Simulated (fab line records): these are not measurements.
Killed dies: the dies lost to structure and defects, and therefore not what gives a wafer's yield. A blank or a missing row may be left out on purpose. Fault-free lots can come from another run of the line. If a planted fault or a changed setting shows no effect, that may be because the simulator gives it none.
fab line records	flow n5_finfet
record: lots: 10	wafers: 30	last_day: 18
route steps=1938 shown ZERO_LAYER@16 WELL_APT@30 BEOL_M4@1111 PASSIVATION@1936
lots that met no fault: taken from a fault-free run of the same line
start_h: the number of hours between the record's first day and the start of the first shown wafer of the lot	wait_h: time in hours since the lot's previous step	" the same as in the row above	L1.1+2: one row covering several wafers at once	- value missing, or start not given	* or withheld: withheld	< > ~ a bound
route shown NAME@n: a module of which the file shows steps, and the number in the route of the first	usual: mean/standard deviation taken from wafers without a fault	same: alike in all rows	chamber/n: place in a boat	sites: readings site by site	_std_site: standard deviation of those values	_edge_site: inner sites' mean taken away from outer sites' mean	radius_mm: how far each site lies from the wafer's centre	mask NAME#n: copy n	behind: tool/chamber where the wafer was last shaped	hold: what put the lot on hold/how long, in hours/how the hold closed	device: which transistor (n, p or np) failed to switch	end of line: tests of these same wafers at the route's end	a step without rows: its recipe alone	killed: at the first sort, the dies lost to defects and structure; wafer yield is something else	map: dies across one wafer; x = killed, . = not, _ = none there
set.NAME: the setting the step ran with; set.NAME@STEP: the setting that earlier step ran with	model.NAME: the simulator's own value behind a step, which no gauge read
one table for each step of the route and one row for each wafer, over a sample of lots
services: the hour from which a tool's chamber was out of use, counted from the record's first day as start_h (under 0 if before that day), plus the number of hours and why
== steps ==
step: N5_ZERO_LAYER_ETCH_18
recipe: chemistry: HBr/Cl2	target: Si	target_depth_a: 1200	time_s: 40	pressure_mtorr: 10	icp_w: 800	bias_w: 75	HBr_flow_sccm: 150	Cl2_flow_sccm: 80
usual: drypump_motor_current_A: 5.8/0.41	oes_product_au: 1.007/0.017	throttle_valve_pct: 36.37/0.28
lot.wafer	tool	chamber	start_h	wait_h	drypump_motor_current_A	oes_product_au	rf_hours_counter_h	throttle_valve_pct
L839.3	rie_si-03	0	18.91	0.0	5.6	1.027	73	36.77
L839.4	"	3	"	"	6.3	0.987	24	36.39
L839.6	"	2	"	"	6.2	1.017	-	36.02
L840.2	rie_si-03	3	24.80	0.0	6.3	0.996	25	36.38
L840.4	"	1	"	"	5.6	1.003	70	36.80
L840.6	"	3	"	"	6.3	1.006	-	36.38
L841.2	rie_si-03	0	30.91	0.0	5.6	1.036	73	36.79
L841.4	"	2	"	"	6.2	1.027	-	36.03
L841.6	"	3	"	"	6.3	0.999	-	36.41
L842.3	rie_si-03	0	37.22	0.0	5.6	1.029	74	36.78
L842.4	"	2	"	"	6.1	1.017	-	36.01
L842.5	"	3	"	"	6.3	1.002	-	36.39
L844.3	rie_si-06	3	48.79	0.0	6.2	1.023	63	36.00
L844.4	"	2	"	"	5.8	1.007	183	36.20
L844.5	"	2	"	"	5.8	1.008	-	36.19
L845.2	rie_si-03	0	54.93	0.0	5.5	1.031	74	36.77
L845.5	"	2	"	"	6.2	1.017	-	36.01
L845.6	"	3	"	"	6.3	0.987	-	36.39
L847.1	rie_si-03	0	67.14	0.0	5.6	1.029	74	36.77
L847.3	"	1	"	"	5.5	0.992	70	36.77
L847.6	"	0	"	"	5.6	1.027	-	36.78
L852.2	rie_si-04	3	96.91	0.0	5.9	1.001	101	36.73
L852.3	"	0	"	"	4.9	0.996	127	36.28
L852.6	"	1	"	"	5.4	1.025	-	36.08
L854.1	rie_si-03	2	109.95	0.0	6.2	1.034	2	36.02
L854.3	"	1	"	"	5.5	1.003	71	36.78
L854.4	"	3	"	"	6.2	0.996	26	36.40
L860.2	rie_si-04	1	144.87	0.0	5.4	1.027	0	35.84
L860.3	"	3	"	"	5.9	1.001	102	36.72
L860.5	"	3	"	"	5.9	0.991	-	36.72
step: N5_WELL_APT_INSPECT_10
recipe: mode: adi	inspect_instrument: macro
usual: raw_defect_count: 2.2/1.4
lot.wafer	tool	chamber	start_h	wait_h	raw_defect_count
L839.3	defect_inspect-02	-	19.74	0.0	5
L839.4	"	-	"	"	3
L839.6	"	-	"	"	1
L840.2	defect_inspect-01	-	25.75	0.0	4
L840.4	"	-	"	"	2
L840.6	"	-	"	"	0
L841.2	defect_inspect-02	-	31.86	0.0	1
L841.4	"	-	"	"	3
L841.6	"	-	"	"	2
L842.3	defect_inspect-02	-	38.78	0.0	0
L842.4	"	-	"	"	4
L842.5	"	-	"	"	3
L844.3	defect_inspect-01	-	49.74	0.0	3
L844.4	"	-	"	"	3
L844.5	"	-	"	"	4
L845.2	defect_inspect-01	-	55.88	0.0	2
L845.5	"	-	"	"	2
L845.6	"	-	"	"	3
L847.1	defect_inspect-02	-	67.96	0.0	4
L847.3	"	-	"	"	2
L847.6	"	-	"	"	1
L852.2	defect_inspect-01	-	97.86	0.0	2
L852.3	"	-	"	"	2
L852.6	"	-	"	"	3
L854.1	defect_inspect-01	-	110.90	0.0	2
L854.3	"	-	"	"	0
L854.4	"	-	"	"	2
L860.2	defect_inspect-02	-	145.72	0.0	4
L860.3	"	-	"	"	2
L860.5	"	-	"	"	2
step: N5_WELL_APT_IMPLANT_32
recipe: species: BF2	energy_kev: 50	dose_cm2: 2e+13	tilt_deg: 0	rotation_deg: 0
usual: dose_ions_cm2: 2.0003e+13/2.3e+10	faraday_current_uA: 254/5
lot.wafer	tool	chamber	start_h	wait_h	dose_ions_cm2	faraday_current_uA
L839.3	implanter-01	0	21.38	0.1	2e+13	258
L839.4	"	0	"	"	2.0021e+13	260
L839.6	"	0	"	"	1.9997e+13	253
L840.2	implanter-01	0	27.35	0.1	2.0029e+13	251
L840.4	"	0	"	"	2.0038e+13	255
L840.6	"	0	"	"	1.999e+13	252
L841.2	implanter-01	0	33.49	0.1	2.0012e+13	249
L841.4	"	0	"	"	2.0035e+13	254
L841.6	"	0	"	"	2.0016e+13	259
L842.3	implanter-01	0	40.48	0.1	2.0015e+13	259
L842.4	"	0	"	"	1.9992e+13	265
L842.5	"	0	"	"	2.0039e+13	264
L844.3	implanter-02	0	51.42	0.1	1.9999e+13	257
L844.4	"	0	"	"	2.0004e+13	251
L844.5	"	0	"	"	1.9999e+13	261
L845.2	implanter-02	0	58.22	0.1	1.9991e+13	258
L845.5	"	0	"	"	2.0007e+13	257
L845.6	"	0	"	"	1.9968e+13	256
L847.1	implanter-02	0	69.59	0.1	1.9999e+13	255
L847.3	"	0	"	"	1.9985e+13	260
L847.6	"	0	"	"	1.9996e+13	247
L852.2	implanter-01	0	99.46	0.1	2.4293e+13	307
L852.3	"	0	"	"	2.4243e+13	314
L852.6	"	0	"	"	2.4219e+13	305
L854.1	implanter-01	0	112.46	0.1	2.4239e+13	299
L854.3	"	0	"	"	2.4227e+13	312
L854.4	"	0	"	"	2.4244e+13	291
L860.2	implanter-02	0	147.37	0.1	1.9977e+13	264
L860.3	"	0	"	"	2.0018e+13	243
L860.5	"	0	"	"	1.9977e+13	251
step: N5_WELL_APT_RTA_34
recipe: temp_c: 1000	time_s: 10	ambient: N2	idle_temp_c: 600	ramp_up_c_per_s: 150	ramp_down_c_per_s: 60	cool_to_c: 600
usual: lamp_power_pct: 13.01/0.052	wafer_temp_C_max: 1003.4/1
lot.wafer	tool	chamber	start_h	wait_h	lamp_power_pct	wafer_temp_C_max
L839.3	rtp_anneal-01	0	21.87	0.1	12.94	1003.8
L839.4	"	0	"	"	12.87	1003.5
L839.6	"	0	"	"	13.04	1006.2
L840.2	rtp_anneal-02	0	27.91	0.1	13.10	1005.5
L840.4	"	0	"	"	12.97	1002.5
L840.6	"	0	"	"	13.04	1004.9
L841.2	rtp_anneal-01	0	33.99	0.1	12.98	1003.0
L841.4	"	0	"	"	13.10	1003.2
L841.6	"	0	"	"	12.96	1003.1
L842.3	rtp_anneal-01	0	40.94	0.1	12.96	1003.2
L842.4	"	0	"	"	13.06	1004.6
L842.5	"	0	"	"	12.98	1001.9
L844.3	rtp_anneal-02	0	51.89	0.1	13.11	1002.2
L844.4	"	0	"	"	12.97	1005.5
L844.5	"	0	"	"	13.06	1002.5
L845.2	rtp_anneal-01	0	58.70	0.0	13.11	1004.6
L845.5	"	0	"	"	12.96	1002.5
L845.6	"	0	"	"	12.97	1002.1
L847.1	rtp_anneal-02	0	70.09	0.0	13.03	1004.4
L847.3	"	0	"	"	13.01	1002.3
L847.6	"	0	"	"	12.98	1001.6
L852.2	rtp_anneal-01	0	99.93	0.0	13.05	1004.2
L852.3	"	0	"	"	12.96	1003.5
L852.6	"	0	"	"	13.03	1005.1
L854.1	rtp_anneal-01	0	112.94	0.0	13.04	1005.3
L854.3	"	0	"	"	13.05	1004.1
L854.4	"	0	"	"	13.01	1002.3
L860.2	rtp_anneal-02	0	147.93	0.1	13.03	1005.0
L860.3	"	0	"	"	12.95	1002.8
L860.5	"	0	"	"	13.03	1002.3
step: N5_BEOL_M4_RC_MEAS_101
usual: CJ_N: 4.36/0.063	DIBL_N: 35.8/1.4	DIBL_P: 35.8/1.6	IOFF_N: 0.152/0.021	IOFF_P: 0.204/0.027	ION_N: 672/8.7	ION_P: 461/6.2	SS_N: 71.5/0.54	SS_P: 73.1/0.57	VT_N: 250.0/2.5	VT_P: -250.6/2.7
lot.wafer	tool	chamber	start_h	wait_h	CJ_N	DIBL_N[mV/V]	DIBL_P[mV/V]	IOFF_N[nA/um]	IOFF_P[nA/um]	ION_N[uA/um]	ION_P[uA/um]	SS_N[mV/dec]	SS_P[mV/dec]	VT_N[mV]	VT_P[mV]
L840.2	prober-02	0	191.94	0.2	4.45	34.7	34.2	0.138	0.192	671	461	71.9	73.5	247.8	-249.0
L840.4	"	0	"	"	4.36	35.5	35.7	0.151	0.212	678	464	71.5	73.1	248.7	-249.7
L840.6	"	0	"	"	4.37	35.3	34.9	0.144	0.207	673	460	71.2	73.0	247.1	-249.5
L839.3	prober-01	0	192.44	0.3	4.40	36.7	38.0	0.175	0.212	683	463	72.8	73.2	251.0	-252.0
L839.4	"	0	"	"	4.45	35.8	37.4	0.163	0.192	692	462	72.6	72.9	249.6	-252.6
L839.6	"	0	"	"	4.47	35.3	36.7	0.156	0.185	680	461	72.0	72.8	250.9	-254.4
L841.2	prober-01	0	198.57	0.2	4.40	36.0	32.6	0.124	0.196	663	462	71.8	72.6	254.1	-248.2
L841.4	"	0	"	"	4.43	34.9	31.8	0.118	0.184	667	457	70.7	72.6	252.7	-249.2
L841.6	"	0	"	"	4.40	37.7	34.9	0.149	0.226	677	468	71.3	73.8	250.1	-246.0
L842.3	prober-02	0	199.18	0.3	4.37	35.7	36.7	0.159	0.223	679	466	72.1	73.0	247.3	-249.0
L842.4	"	0	"	"	4.38	35.0	35.6	0.147	0.202	667	464	71.3	72.2	246.3	-247.8
L842.5	"	0	"	"	4.34	35.7	37.1	0.171	0.229	686	463	71.1	72.8	245.7	-248.5
L844.3	prober-02	0	215.75	0.3	4.37	36.8	37.3	0.168	0.235	688	473	71.8	74.4	249.5	-250.4
L844.4	"	0	"	"	4.37	34.2	34.0	0.117	0.185	671	464	70.6	73.1	252.3	-251.4
L844.5	"	0	"	"	4.33	36.4	37.8	0.171	0.241	680	470	72.0	73.7	249.9	-248.4
L845.2	prober-02	0	225.48	0.2	4.39	36.6	37.1	0.160	0.233	679	465	71.1	72.5	248.2	-248.4
L845.5	"	0	"	"	4.31	36.0	37.2	0.155	0.227	671	467	71.5	73.1	247.8	-247.3
L845.6	"	0	"	"	4.42	33.9	34.4	0.123	0.188	679	468	71.0	72.1	251.9	-248.1
L847.1	prober-02	0	230.76	0.0	4.31	37.4	36.9	0.174	0.204	678	457	71.3	72.9	247.5	-251.8
L847.3	"	0	"	"	4.35	35.9	35.8	0.151	0.184	673	455	71.7	72.6	249.7	-251.9
L847.6	"	0	"	"	4.39	35.4	34.2	0.139	0.163	669	452	71.7	72.9	251.3	-254.3
L852.2	prober-02	0	266.38	0.2	4.82	34.6	35.6	0.133	0.187	668	458	71.6	72.2	251.1	-250.8
L852.3	"	0	"	"	4.77	36.7	38.5	0.159	0.233	662	461	71.8	73.4	249.9	-249.8
L852.6	"	0	"	"	4.75	35.1	36.8	0.149	0.212	669	464	71.2	73.0	247.3	-251.7
L854.1	prober-02	0	269.62	0.0	4.75	34.3	35.1	0.128	0.181	668	459	71.3	72.5	252.4	-254.1
L854.3	"	0	"	"	4.80	34.1	34.7	0.120	0.163	656	454	70.8	72.5	254.1	-255.6
L854.4	"	0	"	"	4.80	34.4	34.9	0.124	0.170	658	455	71.2	72.5	255.0	-256.3
L860.2	prober-02	0	316.41	0.2	4.37	36.5	34.4	0.165	0.203	681	463	71.1	74.1	247.6	-251.2
L860.3	"	0	"	"	4.40	36.4	34.3	0.173	0.205	680	457	71.3	72.7	247.0	-249.2
L860.5	"	0	"	"	4.38	36.7	34.6	0.174	0.209	670	466	71.8	73.6	247.0	-248.4
step: N5_PASSIVATION_PROBE_49
usual: defect_limited_yield: 91.6/1.4	killed_at_M0_to_M3: 33/9.7	killed_at_M4_up: 13/5.4	killed_at_contacts: 13/6.6	killed_at_front_end: 36/11	killed_at_other: 3.9/3	killed_dies: 99/16	killed_open: 66/12	killed_short: 32/7.9	sort_bin_5_function: 4.9/0.9	sort_bin_6_memory: 3.2/0.67	sort_n_pass: 1081/16	sort_yield_pct: 91.6/1.4
same: gross_dies: 1180	killed_at_back_side: 0	sort_bin_4_leakage[%]: 0	sort_bin_8_speed[%]: 0
lot.wafer	tool	chamber	start_h	wait_h	defect_limited_yield[%]	killed_at_M0_to_M3	killed_at_M4_up	killed_at_contacts	killed_at_front_end	killed_at_other	killed_dies	killed_open	killed_short	sort_bin_5_function[%]	sort_bin_6_memory[%]	sort_n_pass	sort_yield_pct[%]
L840.2	prober-01	-	298.64	0.1	91.6	39	9	10	37	4	99	62	34	4.1	3.5	1081	91.6
L840.4	prober-01	-	298.74	0.2	86.3	70	12	15	61	4	162	109	50	7.3	5.5	1018	86.3
L840.6	prober-01	-	298.84	0.3	93.2	33	11	18	18	0	80	57	22	3.5	3.1	1100	93.2
L841.2	prober-02	-	308.13	0.1	90.3	43	13	17	38	4	115	75	39	5.7	3.8	1065	90.3
L841.4	prober-02	-	308.23	0.2	90.6	29	10	25	35	12	111	72	38	6.3	2.8	1069	90.6
L841.6	prober-02	-	308.33	0.3	93.2	34	11	15	14	6	80	48	31	3.5	3.0	1100	93.2
killed by level:class
L840.2 FIN_SAQP:geometric_particle:short=10 FIN_SAQP:geometric_particle:open=8 BEOL_M2:geometric_particle:open=8 MOL_CONTACT_COAG:geometric_particle:open=7 BEOL_M0_SAQP:geometric_particle:open=7 BEOL_M0_SAQP:geometric_particle:short=5 BEOL_M0:geometric_particle:open=5 BEOL_M1:geometric_particle:open=5
L840.4 STI_FIN_REVEAL:geometric_particle:open=20 BEOL_M3:geometric_particle:open=17 MOL_CONTACT_COAG:geometric_particle:open=14 BEOL_M0_SAQP:geometric_particle:open=13 BEOL_M0_SAQP:geometric_particle:short=11 BEOL_M2:geometric_particle:open=9 FIN_SAQP:geometric_particle:short=7 BEOL_M1:geometric_particle:open=7
L840.6 MOL_CONTACT_COAG:geometric_particle:open=14 BEOL_M2:geometric_particle:open=13 BEOL_M0_SAQP:geometric_particle:open=5 SPACER0:geometric_particle:open=4 MOL_CONTACT_COAG:geometric_particle:short=4 BEOL_M0_SAQP:geometric_particle:short=4 STARTING-WAFER:geometric_particle:short=4 BEOL_M0:geometric_particle:open=3
L841.2 MOL_CONTACT_COAG:geometric_particle:open=15 BEOL_M3:geometric_particle:open=10 STI_FIN_REVEAL:geometric_particle:open=7 BEOL_M0_SAQP:geometric_particle:short=7 BEOL_M5:geometric_particle:open=7 BEOL_M0_SAQP:geometric_particle:open=6 BEOL_M2:geometric_particle:open=6 GATE_CUT:geometric_particle:short=5
L841.4 MOL_CONTACT_COAG:geometric_particle:open=17 MOL_CONTACT_COAG:geometric_particle:short=8 BEOL_M0_SAQP:geometric_particle:open=7 DUMMY_GATE:geometric_particle:open=6 GATE_CUT:geometric_particle:short=6 BEOL_M3:geometric_particle:open=6 STARTING-WAFER:geometric_particle:open=6 BEOL_M5:geometric_particle:open=5
L841.6 MOL_CONTACT_COAG:geometric_particle:open=11 BEOL_M3:geometric_particle:open=11 BEOL_M0_SAQP:geometric_particle:short=8 BEOL_M0_SAQP:geometric_particle:open=6 BEOL_M4:geometric_particle:open=5 MOL_CONTACT_COAG:geometric_particle:short=4 STARTING-WAFER:geometric_particle:short=4 GATE_CUT:geometric_particle:short=3
== services ==
tool	chamber	start_h	hours	kind
rie_si-03	1	22.32	2.4	repair
rie_si-03	1	29.27	30.1	repair
rie_si-03	3	112.25	5.7	repair
implanter-01	-	117.33	2.1	repair
rie_si-04	1	123.08	-	clean
rie_si-04	1	123.08	19.8	scheduled_down
rie_si-04	1	123.08	19.8	vent_cycle
implanter-02	-	131.03	1.0	repair
== key ==
first_sign: step: N5_WELL_APT_IMPLANT_32	reading: dose_ions_cm2	direction: up	sigmas: 99+	usual: 2.0003e+13	struck: 2.4244e+13
effect: step: N5_WELL_APT_IMPLANT_32	reading: faraday_current_uA	direction: up	sigmas: 10	usual: 254	struck: 305
effect: step: N5_BEOL_M4_RC_MEAS_101	reading: CJ_N	direction: up	sigmas: 6.6	usual: 4.36	struck: 4.78
met_at N5_WELL_APT_IMPLANT_32
struck_lots L852,L854
not_acting_at N5_ZERO_LAYER_ETCH_18,N5_WELL_APT_INSPECT_10,N5_WELL_APT_RTA_34
onset_between 40.48 99.46
fault: kind: process_parameter_drift	tool: implanter-01	chamber: -	onset_h: 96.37	steps: N5_WELL_APT_IMPLANT_32	channel: dose_cm2	offset: 4.2309e+12	shape: step	end_h: 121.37	acts_in: these_recipes_only	stated: 2e+13
